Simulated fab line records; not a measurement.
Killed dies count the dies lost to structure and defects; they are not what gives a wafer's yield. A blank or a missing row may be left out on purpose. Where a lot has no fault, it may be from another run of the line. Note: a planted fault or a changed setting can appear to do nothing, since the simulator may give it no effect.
Which tool is to blame? + flow n5Finfet + 72 wafers from 24 lots sampled at 6 of the route's 1938 steps

## WHAT THE GAUGES SHOWED, per wafer
N5_BEOL_M12_INSPECT_12: inspects for defects (macro).
| lot  | measured     | on               | rawDefectCount |
|------|--------------|------------------|----------------|
| L074 | day 10 10:52 | defectInspect-02 | 4 1 1          |
| L075 | day 10 16:56 | defectInspect-01 | 4 4 1          |
| L076 | day 11 05:41 | defectInspect-01 | 2 1 3          |
| L077 | day 11 08:49 | defectInspect-01 | 5 1 1          |
| L078 | day 11 13:23 | defectInspect-02 | 0 1 3          |
| L079 | day 11 23:53 | defectInspect-01 | 1 1 4          |
| L080 | day 12 06:28 | defectInspect-01 | 3 2 0          |
| L082 | day 12 15:41 | defectInspect-02 | 2 1 2          |
| L081 | day 12 15:46 | defectInspect-01 | 3 3 1          |
| L083 | day 12 18:36 | defectInspect-02 | 3 2 4          |
| L085 | day 13 11:07 | defectInspect-02 | 4 2 1          |
| L084 | day 13 11:22 | defectInspect-02 | 4 1 2          |
| L086 | day 13 22:05 | defectInspect-02 | 1 4 2          |
| L088 | day 14 14:01 | defectInspect-01 | 4 3 2          |
| L087 | day 14 14:32 | defectInspect-01 | 2 0 2          |
| L089 | day 14 15:16 | defectInspect-02 | 1 0 2          |
| L091 | day 14 20:25 | defectInspect-01 | 1 3 0          |
| L090 | day 14 21:38 | defectInspect-01 | 4 1 0          |
| L092 | day 15 03:51 | defectInspect-02 | 3 4 1          |
| L093 | day 15 13:55 | defectInspect-02 | 4 0 4          |
| L094 | day 16 02:44 | defectInspect-02 | 0 1 4          |
| L096 | day 16 03:01 | defectInspect-02 | 2 0 4          |
| L095 | day 16 06:16 | defectInspect-02 | 2 2 1          |
| L097 | day 16 14:58 | defectInspect-02 | 0 1 0          |

N5_BEOL_M12_CD_MEAS_28 targets a cd of 160.2 nm.
| lot  | measured     | on       | cdNm (nm)         |
|------|--------------|----------|-------------------|
| L074 | day 10 11:47 | cdSem-03 | 165.4 162.0 160.8 |
| L075 | day 10 17:47 | cdSem-02 | 159.4 159.3 161.0 |
| L076 | day 11 06:41 | cdSem-01 | 158.6 161.0 159.0 |
| L077 | day 11 09:55 | cdSem-02 | 162.8 161.9 160.1 |
| L078 | day 11 15:55 | cdSem-01 | 161.4 160.3 161.6 |
| L079 | day 12 01:23 | cdSem-02 | 160.0 158.7 158.8 |
| L080 | day 12 07:27 | cdSem-02 | 160.7 159.6 162.3 |
| L082 | day 12 16:32 | cdSem-01 | 160.3 160.7 159.7 |
| L081 | day 12 16:38 | cdSem-01 | 160.6 159.9 161.9 |
| L083 | day 12 19:35 | cdSem-01 | 164.5 160.3 159.3 |
| L085 | day 13 12:09 | cdSem-02 | 161.7 162.5 159.9 |
| L084 | day 13 12:25 | cdSem-02 | 161.1 161.4 161.8 |
| L086 | day 13 22:57 | cdSem-01 | 162.4 163.0 159.4 |
| L088 | day 14 15:00 | cdSem-01 | 160.7 162.4 159.5 |
| L087 | day 14 15:31 | cdSem-02 | 158.9 159.2 159.9 |
| L089 | day 14 16:22 | cdSem-01 | 159.9 159.9 159.0 |
| L091 | day 14 21:17 | cdSem-02 | 162.0 159.4 162.9 |
| L090 | day 14 22:38 | cdSem-01 | 158.9 159.8 159.3 |
| L092 | day 15 04:59 | cdSem-02 | 159.8 160.6 160.8 |
| L093 | day 15 15:02 | cdSem-03 | 164.3 159.4 162.1 |
| L094 | day 16 03:38 | cdSem-01 | 159.0 161.6 160.7 |
| L096 | day 16 03:53 | cdSem-02 | 164.1 161.1 158.6 |
| L095 | day 16 07:15 | cdSem-02 | 161.5 160.4 161.8 |
| L097 | day 16 15:57 | cdSem-02 | 158.9 161.2 161.8 |

N5_BEOL_M12_INSPECT_55: inspects for defects (darkfield).
| lot  | measured     | on               | rawDefectCount |
|------|--------------|------------------|----------------|
| L074 | day 10 15:14 | defectInspect-01 | 72 57 44       |
| L075 | day 10 23:17 | defectInspect-02 | 127 70 82      |
| L076 | day 11 10:40 | defectInspect-01 | 42 76 29       |
| L077 | day 11 15:27 | defectInspect-01 | 32 31 59       |
| L078 | day 11 20:05 | defectInspect-02 | 49 50 67       |
| L079 | day 12 06:23 | defectInspect-01 | 49 74 75       |
| L080 | day 12 15:31 | defectInspect-01 | 62 55 67       |
| L082 | day 12 19:05 | defectInspect-01 | 68 66 45       |
| L081 | day 12 19:39 | defectInspect-01 | 94 43 78       |
| L083 | day 12 23:43 | defectInspect-02 | 90 66 79       |
| L085 | day 13 16:57 | defectInspect-02 | 61 107 70      |
| L084 | day 13 19:11 | defectInspect-02 | 52 44 36       |
| L086 | day 14 05:45 | defectInspect-01 | 54 49 35       |
| L088 | day 14 17:52 | defectInspect-02 | 51 54 43       |
| L087 | day 14 18:20 | defectInspect-02 | 54 58 19       |
| L089 | day 14 20:41 | defectInspect-01 | 63 35 46       |
| L091 | day 15 00:28 | defectInspect-01 | 52 86 59       |
| L090 | day 15 02:14 | defectInspect-01 | 67 53 65       |
| L092 | day 15 09:38 | defectInspect-02 | 79 59 72       |
| L093 | day 15 18:42 | defectInspect-01 | 66 82 66       |
| L094 | day 16 05:55 | defectInspect-02 | 88 83 79       |
| L096 | day 16 11:14 | defectInspect-02 | 58 67 45       |
| L095 | day 16 11:59 | defectInspect-02 | 75 73 129      |
| L097 | day 16 18:11 | defectInspect-02 | 89 96 94       |

N5_BEOL_M13_INSPECT_12: inspects for defects (macro).
| lot  | measured     | on               | rawDefectCount |
|------|--------------|------------------|----------------|
| L074 | day 10 15:47 | defectInspect-01 | 5 1 0          |
| L075 | day 10 23:50 | defectInspect-02 | 6 0 0          |
| L076 | day 11 11:20 | defectInspect-01 | 3 3 1          |
| L077 | day 11 16:07 | defectInspect-02 | 0 2 0          |
| L078 | day 11 20:38 | defectInspect-02 | 6 3 1          |
| L079 | day 12 06:56 | defectInspect-02 | 2 0 2          |
| L080 | day 12 16:11 | defectInspect-02 | 4 3 1          |
| L082 | day 12 19:45 | defectInspect-01 | 3 5 1          |
| L081 | day 12 20:12 | defectInspect-01 | 1 1 4          |
| L083 | day 13 00:23 | defectInspect-02 | 3 5 2          |
| L085 | day 13 17:38 | defectInspect-01 | 2 0 2          |
| L084 | day 13 19:52 | defectInspect-02 | 1 1 3          |
| L086 | day 14 06:18 | defectInspect-02 | 2 4 2          |
| L088 | day 14 18:25 | defectInspect-01 | 4 1 0          |
| L087 | day 14 19:00 | defectInspect-02 | 2 0 4          |
| L089 | day 14 21:14 | defectInspect-01 | 1 1 2          |
| L091 | day 15 01:00 | defectInspect-02 | 2 0 2          |
| L090 | day 15 02:55 | defectInspect-01 | 2 2 3          |
| L092 | day 15 10:19 | defectInspect-02 | 2 2 2          |
| L093 | day 15 19:22 | defectInspect-01 | 0 1 2          |
| L094 | day 16 06:38 | defectInspect-01 | 3 1 4          |
| L096 | day 16 11:54 | defectInspect-01 | 2 1 0          |
| L095 | day 16 12:32 | defectInspect-01 | 3 1 2          |
| L097 | day 16 18:52 | defectInspect-02 | 2 0 2          |

## WHAT TOOL EACH LOT RAN ON (gives the tool, then ch and the chambers of the sampled wafers, and finally the start)
| lot  | N5_BEOL_M12_PRE_CLEAN_42    | N5_BEOL_M12_SPUTTER_44      |
|------|-----------------------------|-----------------------------|
| L074 | pvdSputter-01, day 10 13:59 | pvdSputter-01, day 10 14:07 |
| L075 | pvdSputter-01, day 10 21:52 | pvdSputter-01, day 10 21:59 |
| L076 | pvdSputter-02, day 11 09:28 | pvdSputter-02, day 11 09:35 |
| L077 | pvdSputter-01, day 11 14:15 | pvdSputter-01, day 11 14:22 |
| L078 | pvdSputter-03, day 11 18:53 | pvdSputter-03, day 11 19:01 |
| L079 | pvdSputter-02, day 12 05:08 | pvdSputter-02, day 12 05:17 |
| L080 | pvdSputter-03, day 12 13:51 | pvdSputter-03, day 12 13:58 |
| L082 | pvdSputter-03, day 12 17:52 | pvdSputter-03, day 12 17:59 |
| L081 | pvdSputter-01, day 12 17:59 | pvdSputter-01, day 12 18:06 |
| L083 | pvdSputter-03, day 12 22:02 | pvdSputter-03, day 12 22:09 |
| L085 | pvdSputter-01, day 13 15:42 | pvdSputter-01, day 13 15:49 |
| L084 | pvdSputter-03, day 13 17:59 | pvdSputter-03, day 13 18:06 |
| L086 | pvdSputter-02, day 14 04:03 | pvdSputter-02, day 14 04:10 |
| L088 | pvdSputter-03, day 14 16:40 | pvdSputter-03, day 14 16:47 |
| L087 | pvdSputter-02, day 14 17:07 | pvdSputter-02, day 14 17:14 |
| L089 | pvdSputter-01, day 14 19:28 | pvdSputter-01, day 14 19:35 |
| L091 | pvdSputter-02, day 14 23:15 | pvdSputter-02, day 14 23:22 |
| L090 | pvdSputter-03, day 15 01:02 | pvdSputter-03, day 15 01:10 |
| L092 | pvdSputter-01, day 15 08:14 | pvdSputter-01, day 15 08:22 |
| L093 | pvdSputter-01, day 15 17:04 | pvdSputter-01, day 15 17:11 |
| L094 | pvdSputter-03, day 16 04:43 | pvdSputter-03, day 16 04:50 |
| L096 | pvdSputter-01, day 16 09:56 | pvdSputter-01, day 16 10:04 |
| L095 | pvdSputter-02, day 16 10:35 | pvdSputter-02, day 16 10:42 |
| L097 | pvdSputter-01, day 16 16:57 | pvdSputter-01, day 16 17:04 |
- N5_BEOL_M12_PRE_CLEAN_42: time 30 s.
- N5_BEOL_M12_SPUTTER_44: material Ta, target thk 10 nm, time 16.13 s.

## AS READ BY THE TOOLS THEMSELVES (means over the sampled wafers that have a number; for cases with no such wafer, the mark the record gives instead)
N5_BEOL_M12_PRE_CLEAN_42.
| lot  | tool          | heaterPowerW (W) |
|------|---------------|------------------|
| L074 | pvdSputter-01 | 350              |
| L075 | pvdSputter-01 | 372              |
| L076 | pvdSputter-02 | 319              |
| L077 | pvdSputter-01 | 370              |
| L078 | pvdSputter-03 | 325              |
| L079 | pvdSputter-02 | 365              |
| L080 | pvdSputter-03 | 317              |
| L082 | pvdSputter-03 | 317              |
| L081 | pvdSputter-01 | 344              |
| L083 | pvdSputter-03 | 315              |
| L085 | pvdSputter-01 | 346              |
| L084 | pvdSputter-03 | 344              |
| L086 | pvdSputter-02 | 369              |
| L088 | pvdSputter-03 | 316              |
| L087 | pvdSputter-02 | 321              |
| L089 | pvdSputter-01 | 355              |
| L091 | pvdSputter-02 | 346              |
| L090 | pvdSputter-03 | 311              |
| L092 | pvdSputter-01 | 363              |
| L093 | pvdSputter-01 | 347              |
| L094 | pvdSputter-03 | 302              |
| L096 | pvdSputter-01 | 365              |
| L095 | pvdSputter-02 | 322              |
| L097 | pvdSputter-01 | 387              |

N5_BEOL_M12_SPUTTER_44.
| lot  | tool          | biasV (V) | cathodeDcPowerW (W) | throttleValvePct (%) |
|------|---------------|-----------|---------------------|----------------------|
| L074 | pvdSputter-01 | 79.7      | 15002               | 31.6                 |
| L075 | pvdSputter-01 | 80.4      | 15000               | 31.5                 |
| L076 | pvdSputter-02 | 79.7      | 15002               | 29.4                 |
| L077 | pvdSputter-01 | 79.7      | 15001               | 31.5                 |
| L078 | pvdSputter-03 | 79.7      | 15000               | 29.7                 |
| L079 | pvdSputter-02 | 80.3      | 15004               | 30.1                 |
| L080 | pvdSputter-03 | 79.6      | 15004               | 29.7                 |
| L082 | pvdSputter-03 | 79.0      | 14999               | 29.9                 |
| L081 | pvdSputter-01 | 79.5      | 14999               | 31.4                 |
| L083 | pvdSputter-03 | 79.9      | 15000               | 29.7                 |
| L085 | pvdSputter-01 | 80.3      | 15000               | 32.2                 |
| L084 | pvdSputter-03 | 80.6      | 14999               | 29.6                 |
| L086 | pvdSputter-02 | 79.8      | 14999               | 30.4                 |
| L088 | pvdSputter-03 | 80.1      | 14997               | 29.6                 |
| L087 | pvdSputter-02 | 80.3      | 14999               | 29.4                 |
| L089 | pvdSputter-01 | 79.0      | 15000               | 31.5                 |
| L091 | pvdSputter-02 | 79.8      | 15000               | 29.7                 |
| L090 | pvdSputter-03 | 79.6      | 14999               | 29.5                 |
| L092 | pvdSputter-01 | 81.1      | 14999               | 31.2                 |
| L093 | pvdSputter-01 | 79.7      | 14999               | 32.2                 |
| L094 | pvdSputter-03 | 79.2      | 15000               | 30.0                 |
| L096 | pvdSputter-01 | 78.9      | 15000               | 30.6                 |
| L095 | pvdSputter-02 | 79.6      | 15002               | 29.7                 |
| L097 | pvdSputter-01 | 79.5      | 15000               | 30.6                 |

## THE ANSWER, worked out from the rows above alone
Rule: usual is defined by the lots themselves. The widest of any qualifying gaps counts: lots, ordered by their means at a reading, are off when they make up no more than a third of the lots, leave a main group of 4 or more, and stand apart from it by 3 or more times the standard deviation of that group's means. The tables above print the reading to a certain number of digits; a main group whose means all agree to those digits is not used. A lot without any number at a reading at which 4 lots or more have one is off too. The other lots that the step has rows for count as sound. The gauges are gone through in route order, then the tools' own readings, and for those a lot's mean is taken as printed above. At the first step where some lot is off, the reading lying furthest off is the one used; lots without a number count as furthest.
None of the lots is off at any reading shown; this tells nothing.

## WHAT THE SIMULATOR HAD INSERTED
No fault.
